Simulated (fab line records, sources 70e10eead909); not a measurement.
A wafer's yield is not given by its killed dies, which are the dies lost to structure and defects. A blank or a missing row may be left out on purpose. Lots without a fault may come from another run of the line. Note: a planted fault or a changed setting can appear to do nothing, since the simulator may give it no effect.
What tool caused it? + flow nand harc + 12 lots, 36 wafers sampled, at 1 step of a route of 1302

## WHAT THE GAUGES READ, wafer by wafer
NHARC_A_M0_CD_MEAS_16.
| lot  | measured     | on        | cd nm (nm)     |
|------|--------------|-----------|----------------|
| L077 | day 23 08:08 | cd sem-01 | 80.3 79.9 79.2 |
| L078 | day 23 16:07 | cd sem-03 | 80.4 79.7 81.1 |
| L081 | day 24 15:40 | cd sem-03 | 78.3 78.3 79.3 |
| L080 | day 24 19:36 | cd sem-03 | 79.9 78.6 78.1 |
| L082 | day 26 04:15 | cd sem-02 | 81.9 81.2 81.2 |
| L084 | day 27 14:07 | cd sem-02 | 81.5 81.0 81.7 |
| L087 | day 28 19:01 | cd sem-02 | 82.2 80.7 81.8 |
| L088 | day 28 23:29 | cd sem-01 | 79.5 80.8 79.8 |
| L091 | day 29 06:52 | cd sem-03 | 79.9 79.4 80.4 |
| L093 | day 30 22:25 | cd sem-03 | 79.0 79.7 79.5 |
| L096 | day 31 23:00 | cd sem-02 | 81.3 80.8 80.1 |
| L097 | day 32 17:30 | cd sem-02 | 81.6 81.1 80.1 |

## EACH LOT AND THE TOOL THAT RAN IT (in order: tool; ch and the chambers of the sampled wafers; start)
The record holds no process step before these readings.

## THE ANSWER, worked out from the rows above alone
Rule: usual is defined by the lots themselves. Put in order of their means at a reading, lots are off if they are a third of the lots or fewer, leave a main group of 4 or more, and stand apart from it by a gap of 3 or more times the standard deviation of the main group's means; of several such gaps the widest counts. A main group whose means are all the same, to the digits that the tables above print for the reading, isn't used. A lot without any number at a reading at which 4 lots or more have one is off too. Any other lot the step has rows for is counted as sound.
No lot is off on any of the readings shown, so nothing can be concluded from this.

## WHAT WAS PUT IN BY THE SIMULATOR
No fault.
